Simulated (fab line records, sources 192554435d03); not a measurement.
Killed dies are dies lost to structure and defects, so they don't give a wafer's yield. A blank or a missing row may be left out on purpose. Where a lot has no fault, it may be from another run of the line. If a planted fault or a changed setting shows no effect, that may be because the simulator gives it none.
Split-lot trial ; flow n5Finfet ; 39 wafers read across 7 lots, on a route 1938 steps long

ABOUT THE SPLIT
At N5_ZERO_LAYER_DEVELOP_10 (develop time 60 s), the setting developTimeS was moved away from the recipe's 60 s on 15 of the 39 wafers read, by -57.5% to +51.5%. All remaining wafers had this setting at the recipe value.

THE PATH FROM SPLIT TO READING: the file shows 1 step between them
- N5_ZERO_LAYER_HARDBAKE_23: time 120 s

THE READING
cdNm (nm) at N5_ZERO_LAYER_CD_MEAS_11, where the cd target is 2000 nm. A value of 2001.3 nm with a standard deviation of 2.3 nm is what fault-free wafers of this fab line usually give.

wafer;tool, chamber at the split;developTimeS as run, s;against the recipe;cdNm, nm;against lot-mates on the recipe
L079.1;lithoTrack-03, 0;60;recipe;2001.4;-
L079.2;lithoTrack-03, 0;60;recipe;2003.5;-
L079.3;lithoTrack-03, 0;25.49;-57.5%;1985.9;-16.7
L079.4;lithoTrack-03, 0;25.49;-57.5%;1983.4;-19.2
L079.5;lithoTrack-03, 0;25.49;-57.5%;1988.3;-14.3
L079.6;lithoTrack-03, 0;60;recipe;2002.8;-
L080.1;lithoTrack-03, 0;60;recipe;2001.7;-
L080.2;lithoTrack-03, 0;60;recipe;1998.9;-
L080.3;lithoTrack-03, 0;60;recipe;2002.0;-
L080.4;lithoTrack-03, 0;60;recipe;2001.8;-
L080.5;lithoTrack-03, 0;60;recipe;2002.1;-
L080.6;lithoTrack-03, 0;60;recipe;2004.8;-
L087.1;lithoTrack-05, 0;83.48;+39.1%;2006.2;+6.3
L087.2;lithoTrack-05, 0;60;recipe;2001.5;-
L087.3;lithoTrack-05, 0;60;recipe;2000.6;-
L087.4;lithoTrack-05, 0;83.48;+39.1%;2005.0;+5.1
L087.5;lithoTrack-05, 0;83.48;+39.1%;2003.7;+3.8
L087.6;lithoTrack-05, 0;60;recipe;1997.6;-
L091.1;lithoTrack-05, 0;90.88;+51.5%;2007.8;+8.2
L091.2;lithoTrack-05, 0;90.88;+51.5%;2005.8;+6.2
L091.3;lithoTrack-05, 0;60;recipe;1996.4;-
L091.4;lithoTrack-05, 0;60;recipe;2001.4;-
L091.5;lithoTrack-05, 0;60;recipe;2000.9;-
L091.6;lithoTrack-05, 0;90.88;+51.5%;2006.6;+7.0
L093.2;lithoTrack-04, 0;60;recipe;2004.2;-
L093.4;lithoTrack-04, 0;60;recipe;2004.0;-
L093.6;lithoTrack-04, 0;60;recipe;2001.8;-
L094.1;lithoTrack-04, 0;60;recipe;2000.6;-
L094.2;lithoTrack-04, 0;60;recipe;2002.3;-
L094.3;lithoTrack-04, 0;75.24;+25.4%;2005.9;+4.2
L094.4;lithoTrack-04, 0;75.24;+25.4%;2005.1;+3.4
L094.5;lithoTrack-04, 0;60;recipe;2002.2;-
L094.6;lithoTrack-04, 0;75.24;+25.4%;2010.2;+8.5
L095.1;lithoTrack-03, 0;25.81;-57.0%;1980.2;-20.7
L095.2;lithoTrack-03, 0;60;recipe;1998.9;-
L095.3;lithoTrack-03, 0;25.81;-57.0%;1981.9;-19.0
L095.4;lithoTrack-03, 0;25.81;-57.0%;1983.5;-17.4
L095.5;lithoTrack-03, 0;60;recipe;2003.0;-
L095.6;lithoTrack-03, 0;60;recipe;2000.7;-

THE FIT
A straight line over all 39 wafers: cdNm changes by +0.226 nm for each +1% of developTimeS; r = +0.90; the points scatter about the line by 3.2 nm.
The same after taking each lot's own level away (the mean of its wafers on the recipe; 39 wafers): +0.242 nm for each +1%; r = +0.94; scatter 2.7 nm.
According to that fit, moving developTimeS by its largest amount changes the reading by 14 nm.
The span of the lots' own levels, 1999.57 to 2003.33 nm, comes to 1.6 times the standard deviation stated above.
So the lot-to-lot level changes the slope little: the two slopes agree.
Check: with one of the wafers moved furthest among these (-57.5%) left out of the fit, the line predicts -15.1 nm for it against its lot-mates. Against them it came out at -16.7 nm.

THE WHOLE CHAIN: every reading that the file lists as answering this split, in the file's order
step;what it does;reading;change (the file's fit);r (the file's)
N5_ZERO_LAYER_CD_MEAS_11;target cd 2000 nm;cdNm;+0.242 nm for each +1% of the setting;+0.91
N5_ZERO_LAYER_DESCUM_16;chemistry O2, time 7.9 s;ZERO_LAYER.cdNm (the simulator's own value, which no gauge read);+0.233 nm for each +1% of the setting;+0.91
N5_ZERO_LAYER_ETCH_17;etches SiO2 in CF4, target depth 12 nm, time 13.3 s;ZERO_LAYER.cdNm (the simulator's own value, which no gauge read);+0.243 nm for each +1% of the setting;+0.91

THE FILE'S OWN FIT
cdNm changes by +0.242 nm for each +1% of developTimeS, r = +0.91.
